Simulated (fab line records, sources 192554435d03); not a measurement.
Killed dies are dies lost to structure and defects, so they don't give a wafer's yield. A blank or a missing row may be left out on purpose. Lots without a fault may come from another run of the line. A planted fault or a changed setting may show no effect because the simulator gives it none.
Which tool did it? | flow n5_finfet | 24 lots, 72 wafers sampled, at 5 steps of a route of 1938

WHAT THE GAUGES READ, wafer by wafer
N5_BEOL_M12_INSPECT_55: inspects for defects (darkfield).
lot  | measured     | on                | raw_defect_count
L074 | day 12 04:41 | defect_inspect-01 | 100 93 134
L075 | day 12 22:20 | defect_inspect-01 | 75 62 80
L078 | day 13 04:43 | defect_inspect-02 | 65 57 77
L076 | day 13 06:19 | defect_inspect-01 | 46 40 84
L077 | day 13 10:28 | defect_inspect-02 | 101 84 69
L079 | day 13 20:05 | defect_inspect-02 | 87 67 64
L083 | day 14 04:17 | defect_inspect-01 | 70 114 55
L082 | day 14 08:32 | defect_inspect-01 | 37 50 51
L080 | day 14 15:42 | defect_inspect-02 | 52 80 64
L081 | day 15 04:31 | defect_inspect-01 | 84 103 116
L084 | day 15 04:04 | defect_inspect-02 | 67 79 79
L085 | day 15 11:01 | defect_inspect-02 | 98 134 200
L088 | day 15 21:08 | defect_inspect-01 | 52 88 66
L087 | day 16 03:40 | defect_inspect-02 | 66 67 68
L089 | day 16 10:26 | defect_inspect-01 | 69 70 86
L091 | day 16 12:59 | defect_inspect-02 | 78 66 70
L086 | day 16 12:43 | defect_inspect-02 | 101 86 84
L093 | day 17 12:16 | defect_inspect-02 | 129 73 87
L092 | day 17 13:28 | defect_inspect-02 | 60 68 57
L094 | day 18 09:31 | defect_inspect-01 | 145 138 145
L090 | day 18 15:17 | defect_inspect-01 | 63 103 64
L096 | day 18 16:42 | defect_inspect-01 | 34 30 43
L097 | day 18 19:39 | defect_inspect-01 | 47 20 47
L095 | day 19 16:46 | defect_inspect-02 | 61 69 80

N5_BEOL_M13_OVL_MEAS_11.
lot  | measured     | on         | V12_OVL (nm)
L074 | day 12 05:12 | overlay-02 | 8 16 7
L075 | day 12 22:51 | overlay-02 | -14 -8 -6
L078 | day 13 05:22 | overlay-02 | 0 3 -5
L076 | day 13 06:58 | overlay-02 | 1 5 5
L077 | day 13 11:08 | overlay-01 | 2 -2 -5
L079 | day 13 20:37 | overlay-01 | 1 0 -1
L083 | day 14 04:49 | overlay-02 | -1 2 7
L082 | day 14 09:07 | overlay-02 | -6 -7 -7
L080 | day 14 16:17 | overlay-01 | -2 6 9
L081 | day 15 05:03 | overlay-01 | 8 1 1
L084 | day 15 04:44 | overlay-01 | 1 1 -1
L085 | day 15 11:32 | overlay-02 | 2 -12 -3
L088 | day 15 21:39 | overlay-01 | -1 8 6
L087 | day 16 04:11 | overlay-01 | 2 5 -4
L089 | day 16 10:58 | overlay-01 | 1 2 8
L091 | day 16 13:38 | overlay-01 | -2 -4 -6
L086 | day 16 13:22 | overlay-02 | 6 8 0
L093 | day 17 12:55 | overlay-02 | 7 3 4
L092 | day 17 14:07 | overlay-02 | -1 3 3
L094 | day 18 10:02 | overlay-01 | -7 1 -3
L090 | day 18 15:48 | overlay-01 | 7 -2 9
L096 | day 18 17:21 | overlay-01 | 6 1 0
L097 | day 18 20:11 | overlay-02 | 10 0 8
L095 | day 19 17:31 | overlay-01 | 1 2 8

N5_BEOL_M13_OVL_MEAS_29.
lot  | measured     | on         | M13_OVL (nm)
L074 | day 12 06:10 | overlay-02 | 11 9 2
L075 | day 12 23:55 | overlay-02 | -5 -2 1
L078 | day 13 06:26 | overlay-01 | 2 7 13
L076 | day 13 08:08 | overlay-01 | 4 14 4
L077 | day 13 12:29 | overlay-02 | 15 15 11
L079 | day 13 21:34 | overlay-01 | 9 5 0
L083 | day 14 05:49 | overlay-01 | 3 -3 4
L082 | day 14 10:03 | overlay-02 | 13 11 10
L080 | day 14 17:28 | overlay-02 | 3 3 1
L081 | day 15 06:06 | overlay-01 | -2 1 5
L084 | day 15 05:46 | overlay-01 | 1 3 3
L085 | day 15 12:37 | overlay-01 | -7 -10 -1
L088 | day 15 22:35 | overlay-02 | 2 -7 -10
L087 | day 16 05:16 | overlay-01 | 1 5 15
L089 | day 16 12:02 | overlay-02 | -1 2 6
L091 | day 16 14:45 | overlay-01 | 4 0 9
L086 | day 16 14:19 | overlay-01 | 6 2 4
L093 | day 17 13:51 | overlay-02 | 3 -5 -5
L092 | day 17 15:11 | overlay-01 | 1 -1 -3
L094 | day 18 10:59 | overlay-01 | 6 2 1
L090 | day 18 16:53 | overlay-02 | 3 3 6
L096 | day 18 18:18 | overlay-02 | 5 2 3
L097 | day 18 21:08 | overlay-01 | 5 0 3
L095 | day 19 18:29 | overlay-01 | -2 6 2

WHICH TOOL RAN EACH LOT (tool, then ch and the chambers of the sampled wafers, then the start)
lot  | N5_BEOL_M12_DESCUM_33              | N5_BEOL_M13_STRIP_63
L074 | rie_diel-04 ch 1,2, day 12 00:49   | plasma_asher-02 ch 0,1, day 12 05:36
L075 | rie_diel-01 ch 0,1,2, day 12 17:36 | plasma_asher-02 ch 0,1, day 12 23:15
L078 | rie_diel-01 ch 0,1, day 13 00:23   | plasma_asher-02 ch 0,1, day 13 05:44
L076 | rie_diel-01 ch 0,2, day 13 03:11   | plasma_asher-02 ch 0,1, day 13 07:27
L077 | rie_diel-01 ch 2,3, day 13 07:50   | plasma_asher-02 ch 0,1, day 13 11:48
L079 | rie_diel-05 ch 0,2,3, day 13 15:34 | plasma_asher-01 ch 0,1, day 13 21:01
L083 | rie_diel-05 ch 2,3, day 13 22:13   | plasma_asher-02 ch 0,1, day 14 05:14
L082 | rie_diel-01 ch 0,3, day 14 05:03   | plasma_asher-01 ch 0,1, day 14 09:29
L080 | rie_diel-01 ch 0,1,3, day 14 13:28 | plasma_asher-01 ch 0,1, day 14 16:47
L081 | rie_diel-04 ch 0,2,3, day 14 22:58 | plasma_asher-01 ch 0,1, day 15 05:32
L084 | rie_diel-04 ch 1,2, day 15 00:23   | plasma_asher-02 ch 0, day 15 05:10
L085 | rie_diel-04 ch 1,3, day 15 07:47   | plasma_asher-02 ch 0,1, day 15 12:02
L088 | rie_diel-05 ch 1,2,3, day 15 17:02 | plasma_asher-02 ch 0,1, day 15 22:02
L087 | rie_diel-04 ch 1,2,3, day 15 22:37 | plasma_asher-01 ch 0,1, day 16 04:34
L089 | rie_diel-05 ch 0,3, day 16 08:07   | plasma_asher-01 ch 0,1, day 16 11:20
L091 | rie_diel-04 ch 0,1,3, day 16 09:06 | plasma_asher-01 ch 0,1, day 16 14:04
L086 | rie_diel-04 ch 0,1,2, day 16 09:35 | plasma_asher-01 ch 0,1, day 16 13:45
L093 | rie_diel-01 ch 0,2, day 17 06:01   | plasma_asher-02 ch 0,1, day 17 13:19
L092 | rie_diel-04 ch 2,3, day 17 06:35   | plasma_asher-01 ch 0,1, day 17 14:30
L094 | rie_diel-04 ch 0,2,3, day 18 02:20 | plasma_asher-01 ch 0,1, day 18 10:26
L090 | rie_diel-01 ch 2,3, day 18 02:27   | plasma_asher-02 ch 0,1, day 18 16:11
L096 | rie_diel-01 ch 1,2,3, day 18 04:39 | plasma_asher-02 ch 0,1, day 18 17:44
L097 | rie_diel-01 ch 0,1, day 18 15:56   | plasma_asher-01 ch 0,1, day 18 20:34
L095 | rie_diel-05 ch 1,3, day 18 19:56   | plasma_asher-02 ch 0,1, day 19 17:54
- N5_BEOL_M12_DESCUM_33: chemistry O2, time 7.9 s.
- N5_BEOL_M13_STRIP_63: strips in N2/H2.

WHAT THE TOOLS THEMSELVES READ (means of the sampled wafers that have a number; where no wafer has one, the mark that the record gives instead)
N5_BEOL_M12_DESCUM_33.
lot  | tool        | drypump_motor_current_A (A) | oes_product_au (a.u.) | rf_vpp_V (V) | showerhead_plenum_p_Torr (Torr) | throttle_valve_pct (%)
L074 | rie_diel-04 | 5.8                         | 0.81                  | 243.0        | 2.06                            | 20.52
L075 | rie_diel-01 | 5.7                         | 0.80                  | 244.4        | 2.13                            | 20.38
L078 | rie_diel-01 | 5.9                         | 0.82                  | 243.9        | 2.17                            | 20.24
L076 | rie_diel-01 | 5.8                         | 0.85                  | 243.8        | 2.13                            | 20.44
L077 | rie_diel-01 | 5.1                         | 0.72                  | 242.6        | 2.03                            | 20.69
L079 | rie_diel-05 | 5.2                         | 0.87                  | 244.5        | 2.10                            | 20.10
L083 | rie_diel-05 | 5.4                         | 0.94                  | 244.9        | 2.16                            | 20.08
L082 | rie_diel-01 | 5.9                         | 0.85                  | 242.6        | 2.11                            | 20.49
L080 | rie_diel-01 | 5.7                         | 0.79                  | 243.1        | 2.12                            | 20.44
L081 | rie_diel-04 | 5.6                         | 0.77                  | 243.1        | 2.07                            | 20.48
L084 | rie_diel-04 | 5.9                         | 0.72                  | 243.2        | 2.02                            | 20.63
L085 | rie_diel-04 | 5.9                         | 0.69                  | 240.8        | 1.99                            | 20.70
L088 | rie_diel-05 | 5.6                         | 0.85                  | 243.5        | 2.14                            | 20.37
L087 | rie_diel-04 | 5.7                         | 0.74                  | 241.6        | 2.03                            | 20.64
L089 | rie_diel-05 | 5.4                         | 0.93                  | 245.1        | 2.22                            | 20.00
L091 | rie_diel-04 | 5.8                         | 0.71                  | 242.4        | 2.03                            | 20.56
L086 | rie_diel-04 | 5.8                         | 0.74                  | 242.6        | 2.06                            | 20.50
L093 | rie_diel-01 | 5.5                         | 0.93                  | 242.2        | 2.08                            | 20.28
L092 | rie_diel-04 | 5.5                         | 0.74                  | 242.7        | 2.03                            | 20.64
L094 | rie_diel-04 | 5.6                         | 0.74                  | 241.9        | 2.06                            | 20.51
L090 | rie_diel-01 | 5.1                         | 0.77                  | 241.5        | 2.02                            | 20.59
L096 | rie_diel-01 | 5.3                         | 0.78                  | 243.2        | 2.07                            | 20.42
L097 | rie_diel-01 | 6.1                         | 0.82                  | 243.1        | 2.15                            | 20.37
L095 | rie_diel-05 | 6.0                         | 0.77                  | 243.7        | 2.12                            | 20.66

N5_BEOL_M13_STRIP_63.
lot  | tool            | drypump_motor_current_A (A) | heater_power_w (W) | oes_product_au (a.u.) | strip_time_to_endpoint_s (s)
L074 | plasma_asher-02 | 6.04                        | 322                | 0.674                 | 29.5
L075 | plasma_asher-02 | 6.05                        | 327                | 0.672                 | 29.3
L078 | plasma_asher-02 | 5.90                        | 340                | 0.677                 | 27.7
L076 | plasma_asher-02 | 5.87                        | 341                | 0.673                 | 28.2
L077 | plasma_asher-02 | 5.89                        | 338                | 0.673                 | 27.7
L079 | plasma_asher-01 | 6.24                        | 315                | 0.681                 | 28.9
L083 | plasma_asher-02 | 6.03                        | 333                | 0.675                 | 28.5
L082 | plasma_asher-01 | 6.18                        | 317                | 0.675                 | 28.6
L080 | plasma_asher-01 | 6.16                        | 304                | 0.672                 | 29.3
L081 | plasma_asher-01 | 6.18                        | 314                | 0.667                 | 28.2
L084 | plasma_asher-02 | 6.17                        | 310                | 0.672                 | 29.0
L085 | plasma_asher-02 | 5.91                        | 341                | 0.677                 | 30.0
L088 | plasma_asher-02 | 6.03                        | 328                | 0.671                 | 27.0
L087 | plasma_asher-01 | 6.13                        | 303                | 0.679                 | 26.9
L089 | plasma_asher-01 | 6.21                        | 316                | 0.673                 | 27.4
L091 | plasma_asher-01 | 6.20                        | 313                | 0.675                 | 28.1
L086 | plasma_asher-01 | 6.13                        | 298                | 0.669                 | 25.0
L093 | plasma_asher-02 | 6.04                        | 328                | 0.672                 | 27.1
L092 | plasma_asher-01 | 6.21                        | 315                | 0.671                 | 26.6
L094 | plasma_asher-01 | 6.19                        | 313                | 0.676                 | 27.1
L090 | plasma_asher-02 | 6.05                        | 323                | 0.675                 | 28.0
L096 | plasma_asher-02 | 6.03                        | 325                | 0.678                 | 26.9
L097 | plasma_asher-01 | 6.18                        | 311                | 0.669                 | 28.1
L095 | plasma_asher-02 | 5.88                        | 339                | 0.674                 | 27.5

THE ANSWER, worked out from the rows above alone
Rule: what is usual is taken from the lots themselves. Put in order of their means at a reading, lots are off if they are a third of the lots or fewer, leave a main group of 4 or more, and stand apart from it by a gap of 3 or more times the standard deviation of the main group's means; of several such gaps the widest counts. A main group whose means are all the same, to the digits that the tables above print for the reading, isn't used. A lot without any number at a reading at which 4 lots or more have one is off too. The other lots that the step has rows for count as sound. The gauges are gone through in route order, then the tools' own readings, and for those a lot's mean is taken as printed above. The first step at which some lot is off is used, and at that step the reading that is off furthest; a lot without a number counts as furthest.
No lot is off at any reading shown: from this, nothing can be told.

WHAT THE SIMULATOR HAD PUT IN
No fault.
